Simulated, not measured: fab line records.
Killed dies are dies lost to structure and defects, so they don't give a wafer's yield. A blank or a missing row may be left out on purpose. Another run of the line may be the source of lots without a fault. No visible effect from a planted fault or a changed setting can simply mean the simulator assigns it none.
Lot-split experiment ; flow n5-finfet ; 39 wafers read across 7 lots, on a route 1938 steps long

THE SPLIT ITSELF
At N5_FIN_SAQP_FIN_ETCH_36 (etches the open film in HBr/Cl2/O2, target depth 120 nm, time 50.4 s), the setting bias-w was moved away from the recipe's 102 W on 18 of the 39 wafers read, by -17.8% to +5.5%. All remaining wafers had this setting at the recipe value.

FROM THE SPLIT TO THE READING: what the file shows between them, 3 steps
- N5_FIN_SAQP_PRECLEAN_38: cleans in O3/DIW, time 45 s
- N5_FIN_SAQP_PRECLEAN_45: cleans in dHF, time 10 s
- N5_FIN_SAQP_SRD_39: time 30 s

THE READING
trench-depth-nm, in nm, at N5_FIN_SAQP_OCD_MEAS_76. Fault-free wafers of this fab line usually give 120.3 nm, standard deviation 1.5 nm.

wafer;tool, chamber at the split;bias-w as run, W;against the recipe;trench-depth-nm, nm;against lot-mates on the recipe
L075.1;rie-si-05, 1;102;recipe;122.2;-
L075.3;rie-si-05, 0;102;recipe;119.0;-
L075.6;rie-si-05, 1;102;recipe;122.3;-
L079.1;rie-si-06, 3;85.59;-16.1%;113.4;-6.2
L079.2;rie-si-06, 1;102;recipe;119.9;-
L079.3;rie-si-06, 2;85.59;-16.1%;116.5;-3.1
L079.4;rie-si-06, 0;102;recipe;118.4;-
L079.5;rie-si-06, 3;85.59;-16.1%;114.1;-5.5
L079.6;rie-si-06, 2;102;recipe;120.5;-
L088.1;rie-si-05, 2,3;84.75;-16.9%;115.6;-3.3
L088.2;rie-si-05, 2,3;84.75;-16.9%;114.6;-4.3
L088.3;rie-si-05, 1;102;recipe;120.8;-
L088.4;rie-si-05, 0;102;recipe;117.1;-
L088.5;rie-si-05, 0;102;recipe;118.7;-
L088.6;rie-si-05, 3;84.75;-16.9%;115.7;-3.2
L090.1;rie-si-05, 2;83.8;-17.8%;117.2;-5.1
L090.2;rie-si-05, 0;83.8;-17.8%;115.6;-6.7
L090.3;rie-si-05, 3;102;recipe;122.4;-
L090.4;rie-si-05, 1;102;recipe;122.2;-
L090.5;rie-si-05, 3;102;recipe;122.4;-
L090.6;rie-si-05, 2;83.8;-17.8%;117.0;-5.3
L091.1;rie-si-05, 2;88.44;-13.3%;117.7;-4.6
L091.2;rie-si-05, 1;102;recipe;122.6;-
L091.3;rie-si-05, 2,1;88.44;-13.3%;117.7;-4.6
L091.4;rie-si-05, 2,1;88.44;-13.3%;117.9;-4.4
L091.5;rie-si-05, 2;102;recipe;121.9;-
L091.6;rie-si-05, 1;102;recipe;122.5;-
L096.1;rie-si-06, 3;102;recipe;117.3;-
L096.2;rie-si-06, 0;107.6;+5.5%;120.4;+1.3
L096.3;rie-si-06, 1;102;recipe;119.5;-
L096.4;rie-si-06, 2;102;recipe;120.6;-
L096.5;rie-si-06, 0;107.6;+5.5%;120.0;+0.9
L096.6;rie-si-06, 3;107.6;+5.5%;118.8;-0.3
L097.1;rie-si-01, 3;102;recipe;117.9;-
L097.2;rie-si-01, 0;88.26;-13.5%;117.2;-1.6
L097.3;rie-si-01, 1;102;recipe;120.2;-
L097.4;rie-si-01, 2;102;recipe;118.4;-
L097.5;rie-si-01, 1;88.26;-13.5%;116.3;-2.5
L097.6;rie-si-01, 2;88.26;-13.5%;115.0;-3.8
The file does not say which wafer passed through which chamber wherever a row lists several chambers: such a row stands for several wafers.

THE FIT
A straight line over all 39 wafers: trench-depth-nm changes by +0.245 nm for each +1% of bias-w; r = +0.77; the points scatter about the line by 1.7 nm.
The same after taking each lot's own level away (the mean of its wafers on the recipe; 39 wafers): +0.266 nm for each +1%; r = +0.88; scatter 1.2 nm.
That fit puts the effect of the largest move of bias-w on the reading at 4.7 nm.
From 118.83 to 122.33 nm: that is the span of the lots' own levels, equal to 2.3 times the standard deviation above.
So the lot-to-lot level blurs the effect unless lot-mates are compared.
Check: with one of the wafers moved furthest among these (-17.8%) left out of the fit, the line predicts -4.85 nm for it against its lot-mates. It came out at -5.13 nm against them.

THE WHOLE CHAIN: every reading that the file lists as answering this split, in the file's order
step;what it does;reading;change (the file's fit);r (the file's)
N5_FIN_SAQP_FIN_ETCH_36;etches the open film in HBr/Cl2/O2, target depth 120 nm, time 50.4 s;etch.depth-nm (the simulator's own value, which no gauge read);+0.28 nm for each +1% of the setting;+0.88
N5_FIN_SAQP_FIN_ETCH_36;etches the open film in HBr/Cl2/O2, target depth 120 nm, time 50.4 s;FIN_SAQP.feature-depth-nm (the simulator's own value, which no gauge read);+0.281 nm for each +1% of the setting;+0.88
N5_FIN_SAQP_OCD_MEAS_76;;trench-depth-nm;+0.273 nm for each +1% of the setting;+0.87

FILE'S OWN FIT
trench-depth-nm changes by +0.273 nm for each +1% of bias-w, r = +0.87.
